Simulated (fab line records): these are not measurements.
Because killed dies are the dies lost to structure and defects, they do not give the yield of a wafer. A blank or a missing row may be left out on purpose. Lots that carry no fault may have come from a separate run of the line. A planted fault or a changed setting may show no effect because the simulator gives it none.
fab line records ; flow n5_finfet
[record] lots = 5; wafers = 15; last_day = 17
route steps=1938 shown WELL_APT@20 PMOS_HMC_CHANNEL_EPI@57 BEOL_M4@1111 PASSIVATION@1936
lots untouched by any fault: they come from a run of this same line in which no faults occurred
start_h: start of the lot's first displayed wafer, in hours after the record's first day ; wait_h: how many hours have passed since the lot's step before this one ; " same as the row above ; L1.1+2: several wafers, shown together as one row ; - value missing, or start not given ; * or withheld: withheld ; < > ~ a bound
route shown NAME@n: names a module that has steps shown in the file, with the first one's number in the route ; usual: mean/standard deviation of fault-free wafers ; same: alike in all rows ; chamber/n: place in a boat ; sites: the reading at each site ; _std_site: standard deviation of those values ; _edge_site: mean of outer sites minus mean of inner sites ; radius_mm: for every site, how far away it sits from the centre of the wafer ; mask NAME#n: copy n ; behind: tool/chamber where the wafer was last shaped ; hold: why the lot went on hold/how many hours it stayed there/how the hold came to an end ; device: which transistor (n, p or np) failed to switch ; end of line: the tests these same wafers got at the end of their route ; a step without rows: its recipe alone ; killed: dies that structure and defects cost at the first sort, which is not the same as the wafer's yield ; map: dies across one wafer; x = killed, . = not, _ = none there
set.NAME: the run value of the setting; set.NAME@STEP: its run value at that earlier step ; model.NAME: the simulator's own value behind a step, which no gauge read
lots seen at some steps along the route; tables by step, rows by wafer
services: the hour from which a tool's chamber was out of use, counted from the record's first day as start_h (under 0 if before that day), plus the number of hours and why
[[steps]]
[step N5_WELL_APT_HMDS_01]
[recipe] time_s = 60; temp_c = 120
[step N5_WELL_APT_COAT_02]
[recipe] spin_rpm = 1357; resist_thk_nm = 950
[step N5_WELL_APT_EBR_04]
[recipe] solvent = PGMEA; ebr_width_mm = 1.5
[step N5_WELL_APT_SOFTBAKE_03]
[recipe] temp_c = 130; time_s = 60
[step N5_WELL_APT_EXPOSE_05]
[recipe] mask_id = NWELL; na = 0.8; source_shape = conventional; sigma_outer = 0.8; polarization = unpolarized; defocus_nm = 0; target_cd_nm = 200; dose_mj = 20.3
[step N5_WELL_APT_PEB_06]
[recipe] peb_temp_c = 130; peb_time_s = 90
[step N5_WELL_APT_DEVELOP_07]
[recipe] develop_time_s = 45; rinse_liquid = surfactant_rinse; dry = air_spin; dev_temp_c = 21
[step N5_WELL_APT_HARDBAKE_12]
[recipe] temp_c = 130; time_s = 120
[step N5_WELL_APT_DESCUM_13]
[recipe] chemistry = O2; time_s = 7.9; source_power_w = 50; bias_power_w = 20; pressure_mtorr = 20; rf_frequency_hz = 2.712e+07; temp_c = 40; o2_flow_sccm = 225
[step N5_WELL_APT_IMPLANT_14]
[recipe] species = P; energy_kev = 160; dose_cm2 = 1.5e+13; tilt_deg = 0; rotation_deg = 0
lot.wafer;tool;chamber;start_h;wait_h;model.implant.rp_nm;model.implant.drp_nm
L522.1+4+6;implanter-01;0;31.81;0.1;202.6;65.9
L523.4+5+6;implanter-02;0;38.12;0.1;194.9;65.9
L538.1+2+5;implanter-01;0;132.68;4.7;88.13;35.37
L539.2+3+6;implanter-01;0;134.31;0.4;91.11;35.37
L540.2+3+5;implanter-01;0;140.34;0.1;92.02;35.37
[step N5_WELL_APT_IMPLANT_15]
[recipe] species = As; energy_kev = 25; dose_cm2 = 1.5e+13; tilt_deg = 0; rotation_deg = 0
[step N5_WELL_APT_STRIP_16]
[recipe] chemistry = SPM; time_s = 900; temp_c = 130; h2so4_h2o2_vol_ratio = 4; dry = ipa_marangoni
[step N5_WELL_APT_HMDS_18]
[recipe] time_s = 60; temp_c = 120
[step N5_WELL_APT_COAT_19]
[recipe] spin_rpm = 1357; resist_thk_nm = 950
[step N5_WELL_APT_EBR_21]
[recipe] solvent = PGMEA; ebr_width_mm = 1.5
[step N5_WELL_APT_SOFTBAKE_20]
[recipe] temp_c = 130; time_s = 60
[step N5_WELL_APT_EXPOSE_22]
[recipe] mask_id = PWELL; na = 0.8; source_shape = conventional; sigma_outer = 0.8; polarization = unpolarized; defocus_nm = 0; target_cd_nm = 200; dose_mj = 23.2
[step N5_WELL_APT_PEB_23]
[recipe] peb_temp_c = 130; peb_time_s = 90
[step N5_WELL_APT_DEVELOP_24]
[recipe] develop_time_s = 45; rinse_liquid = surfactant_rinse; dry = air_spin; dev_temp_c = 21
[step N5_WELL_APT_HARDBAKE_29]
[recipe] temp_c = 130; time_s = 120
[step N5_WELL_APT_DESCUM_30]
[recipe] chemistry = O2; time_s = 7.9; source_power_w = 50; bias_power_w = 20; pressure_mtorr = 20; rf_frequency_hz = 2.712e+07; temp_c = 40; o2_flow_sccm = 225
[step N5_WELL_APT_IMPLANT_31]
[recipe] species = B; energy_kev = 60; dose_cm2 = 1.5e+13; tilt_deg = 0; rotation_deg = 0
[step N5_WELL_APT_IMPLANT_32]
[recipe] species = BF2; energy_kev = 50; dose_cm2 = 2e+13; tilt_deg = 0; rotation_deg = 0
[step N5_WELL_APT_STRIP_33]
[recipe] chemistry = SPM; time_s = 900; temp_c = 130; h2so4_h2o2_vol_ratio = 4; dry = ipa_marangoni
[step N5_WELL_APT_RTA_34]
[recipe] temp_c = 1000; time_s = 10; ambient = N2; idle_temp_c = 600; ramp_up_c_per_s = 150; ramp_down_c_per_s = 60; cool_to_c = 600
[step N5_WELL_APT_OXIDE_STRIP_42]
[recipe] chemistry = dHF; dilution = 25:1; time_s = 45; temp_c = 25; target = SiO2; target_depth_a = 120
[step N5_WELL_APT_PRECLEAN_36]
[recipe] chemistry = O3/DIW; time_s = 45; temp_c = 22; o3_ppm = 10
[step N5_WELL_APT_PRECLEAN_39]
[recipe] chemistry = dHF; time_s = 60; dilution = 150:1; temp_c = 25
[step N5_WELL_APT_SRD_37]
[recipe] dry = ipa_marangoni; do_ppb = 5; time_s = 30; temp_c = 23; rinse_liquid = diw
[step N5_WELL_APT_EPI_41]
[recipe] material = Si; target_thk_a = 500; temp_c = 650; precursor = SiH4/H2; pressure_torr = 20; time_s = 297.7
[step N5_PMOS_HMC_CHANNEL_EPI_HM_DEP_34]
[recipe] material = SiO2; target_thk_a = 360; temp_c = 400; precursor = TEOS/O2; pressure_torr = 6.5; rf_w = 900; teos_flow_sccm = 161.4; gas = O2; flow_sccm = 2650; time_s = 6.9
[step N5_PMOS_HMC_CHANNEL_EPI_COAT_31]
[recipe] resist = BARC; temp_c = 205; time_s = 60; spin_rpm = 1500; resist_thk_nm = 66
[step N5_PMOS_HMC_CHANNEL_EPI_COAT_03]
[recipe] resist = CAR-ArF-block; spin_rpm = 1500; resist_thk_nm = 205
[step N5_PMOS_HMC_CHANNEL_EPI_EBR_05]
[recipe] solvent = PGMEA; ebr_width_mm = 1.5
[step N5_PMOS_HMC_CHANNEL_EPI_SOFTBAKE_04]
[recipe] temp_c = 110; time_s = 60; resist = CAR-ArF-block
[step N5_BEOL_M4_RC_MEAS_101]
[usual] DIBL_N = 36.2/1.7; DIBL_P = 36.6/1.9; IOFF_N = 0.16/0.032; IOFF_P = 0.21/0.037; ION_N = 675/12; ION_P = 460/8.1; RS_NWELL = 1039/6.4; SS_N = 71.4/0.58; SS_P = 73.4/0.64; VT_N = 249/3.2; VT_P = -252/3.4
lot.wafer;tool;chamber;start_h;wait_h;DIBL_N[mV/V];DIBL_P[mV/V];IOFF_N[nA/um];IOFF_P[nA/um];ION_N[uA/um];ION_P[uA/um];RS_NWELL[ohm/sq];SS_N[mV/dec];SS_P[mV/dec];VT_N[mV];VT_P[mV]
L522.1;prober-02;0;183.13;0.0;38.6;39.4;0.22;0.24;693;461;1045;72.8;75.1;245;-249
L522.4;prober-02;0;183.13;0.0;35.3;35.5;0.15;0.19;678;464;1042;71.4;73.3;249;-254
L522.6;prober-02;0;183.13;0.0;35.0;34.9;0.13;0.18;666;456;1053;71.4;72.7;255;-254
L523.4;prober-02;0;193.23;0.5;37.5;38.9;0.21;0.23;686;473;1050;71.2;74.1;245;-252
L523.5;prober-02;0;193.23;0.5;34.5;34.3;0.14;0.16;670;454;1032;71.0;73.3;252;-255
L523.6;prober-02;0;193.23;0.5;38.8;39.7;0.23;0.24;691;470;1037;71.4;75.2;243;-250
L538.1;prober-02;0;281.81;0.0;34.2;35.7;0.14;0.19;680;469;1954;70.7;72.7;251;-252
L538.2;prober-02;0;281.81;0.0;36.8;38.5;0.19;0.23;689;464;1971;71.6;73.8;245;-251
L538.5;prober-02;0;281.81;0.0;35.9;37.6;0.17;0.22;686;471;1968;71.0;73.1;247;-252
L539.2;prober-02;0;286.90;0.2;37.7;36.5;0.15;0.19;678;461;1953;71.2;72.9;251;-253
L539.3;prober-02;0;286.90;0.2;38.1;37.4;0.17;0.21;688;467;1956;72.7;72.7;248;-253
L539.6;prober-02;0;286.90;0.2;36.9;35.2;0.13;0.17;648;448;1942;71.7;72.6;256;-257
L540.2;prober-02;0;290.45;0.2;38.6;38.2;0.21;0.28;682;470;1946;72.1;73.4;246;-246
L540.3;prober-02;0;290.45;0.2;38.1;36.6;0.21;0.25;698;473;1944;71.9;73.4;241;-246
L540.5;prober-02;0;290.45;0.2;37.7;36.8;0.20;0.25;684;468;1950;71.8;73.3;245;-246
[step N5_PASSIVATION_PROBE_49]
[usual] defect_limited_yield = 91.3/1.5; killed_at_M0_to_M3 = 35/10; killed_at_M4_up = 12/4.6; killed_at_contacts = 13/6.6; killed_at_front_end = 39/11; killed_at_other = 4/3.4; killed_dies = 103/17; killed_open = 67/13; killed_short = 35/8.2; sort_bin_5_function = 5.1/0.94; sort_bin_6_memory = 3.2/0.7; sort_n_pass = 1077/17; sort_yield_pct = 91.3/1.5
[same] gross_dies = 1180; killed_at_back_side = 0; sort_bin_4_leakage[%] = 0; sort_bin_8_speed[%] = 0
lot.wafer;tool;chamber;start_h;wait_h;defect_limited_yield[%];killed_at_M0_to_M3;killed_at_M4_up;killed_at_contacts;killed_at_front_end;killed_at_other;killed_dies;killed_open;killed_short;sort_bin_5_function[%];sort_bin_6_memory[%];sort_n_pass;sort_yield_pct[%]
L523.6;prober-02;-;300.53;0.3;91.7;36;15;16;28;3;98;66;30;4.7;3.5;1082;91.7
L538.1;prober-02;-;388.98;0.0;90.7;18;7;14;66;5;110;57;51;5.9;2.9;1070;90.7
L538.2;prober-02;-;389.03;0.1;90.4;37;9;14;46;7;113;71;39;5.2;4.2;1067;90.4
L538.5;prober-02;-;389.18;0.2;92.5;12;8;11;54;3;88;63;25;4.7;2.7;1092;92.5
L540.2;prober-02;-;406.16;0.1;93.3;40;10;2;25;2;79;48;31;3.6;3.1;1101;93.3
L540.3;prober-02;-;406.21;0.1;93.4;23;11;3;41;0;78;46;32;4.4;1.8;1102;93.4
L540.5;prober-02;-;406.31;0.2;92.0;38;11;5;40;0;94;61;33;4.9;2.7;1086;92.0
// killed by level:class
L523.6 MOL_CONTACT_COAG:geometric_particle:open=13 BEOL_M0_SAQP:geometric_particle:open=9 BEOL_M2:geometric_particle:open=8 BEOL_M0_SAQP:geometric_particle:short=7 FIN_SAQP:geometric_particle:short=6 FIN_SAQP:geometric_particle:open=4 STI_FIN_REVEAL:geometric_particle:open=4 STARTING-WAFER:geometric_particle:open=4
L538.1 FIN_SAQP:geometric_particle:short=19 STI_FIN_REVEAL:geometric_particle:open=16 FIN_SAQP:geometric_particle:open=13 MOL_CONTACT_COAG:geometric_particle:open=10 BEOL_M0_SAQP:geometric_particle:short=7 STI_FIN_REVEAL:geometric_particle:short=6 GATE_CUT:geometric_particle:short=4 MOL_CONTACT_COAG:geometric_particle:short=4
L538.2 BEOL_M0_SAQP:geometric_particle:short=13 MOL_CONTACT_COAG:geometric_particle:open=12 FIN_SAQP:geometric_particle:open=11 STI_FIN_REVEAL:geometric_particle:open=11 FIN_SAQP:geometric_particle:short=10 BEOL_M2:geometric_particle:open=9 BEOL_M0_SAQP:geometric_particle:open=9 STARTING-WAFER:geometric_particle:open=4
L538.5 FIN_SAQP:geometric_particle:open=21 STI_FIN_REVEAL:geometric_particle:open=10 MOL_CONTACT_COAG:geometric_particle:open=10 FIN_SAQP:geometric_particle:short=9 DUMMY_GATE:geometric_particle:open=4 BEOL_M0_SAQP:geometric_particle:short=4 BEOL_M5:geometric_particle:open=4 BEOL_M2:geometric_particle:open=3
L540.2 BEOL_M0_SAQP:geometric_particle:open=13 BEOL_M1:geometric_particle:open=10 FIN_SAQP:geometric_particle:short=6 BEOL_M0_SAQP:geometric_particle:short=6 BEOL_M3:geometric_particle:open=6 BEOL_M4:geometric_particle:open=6 GATE_CUT:geometric_particle:short=4 STARTING-WAFER:geometric_particle:short=4
L540.3 FIN_SAQP:geometric_particle:short=15 FIN_SAQP:geometric_particle:open=8 BEOL_M1:geometric_particle:open=6 BEOL_M2:geometric_particle:open=6 BEOL_M0_SAQP:geometric_particle:open=4 STI_FIN_REVEAL:geometric_particle:open=3 DUMMY_GATE:geometric_particle:open=3 SPACER0:geometric_particle:open=3
L540.5 FIN_SAQP:geometric_particle:open=12 BEOL_M0_SAQP:geometric_particle:open=11 BEOL_M0_SAQP:geometric_particle:short=8 BEOL_M3:geometric_particle:open=7 STARTING-WAFER:geometric_particle:short=6 FIN_SAQP:geometric_particle:short=5 MOL_CONTACT_COAG:geometric_particle:open=5 BEOL_M4:geometric_particle:open=4
[[services]]
tool;chamber;start_h;hours;kind
implanter-01;-;64.18;3.5;pm
implanter-01;-;69.04;57.5;pm
implanter-02;-;72.43;0.6;repair
implanter-02;-;126.55;23.9;pm
implanter-01;-;127.65;5.0;repair
implanter-01;-;138.11;2.0;repair
[[key]]
[first_sign] step = N5_BEOL_M4_RC_MEAS_101; reading = RS_NWELL; direction = up; sigmas = 99+; usual = 1039; struck = 1954
effect none on later readings
[model_effect] step = N5_WELL_APT_IMPLANT_14; value = implant.rp_nm; without = 203.3; struck = 90.42
met_at N5_WELL_APT_IMPLANT_14
struck_wafers L538.1,L538.2,L538.5,L539.2,L539.3,L539.6,L540.2,L540.3,L540.5
onset_between 31.81 132.68
also_fits time
[fault] kind = wrong_recipe_download; tool = implanter-01,implanter-02; chamber = -; onset_h = 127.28; steps = N5_WELL_APT_IMPLANT_14; wrong_recipe.not_listed = 1
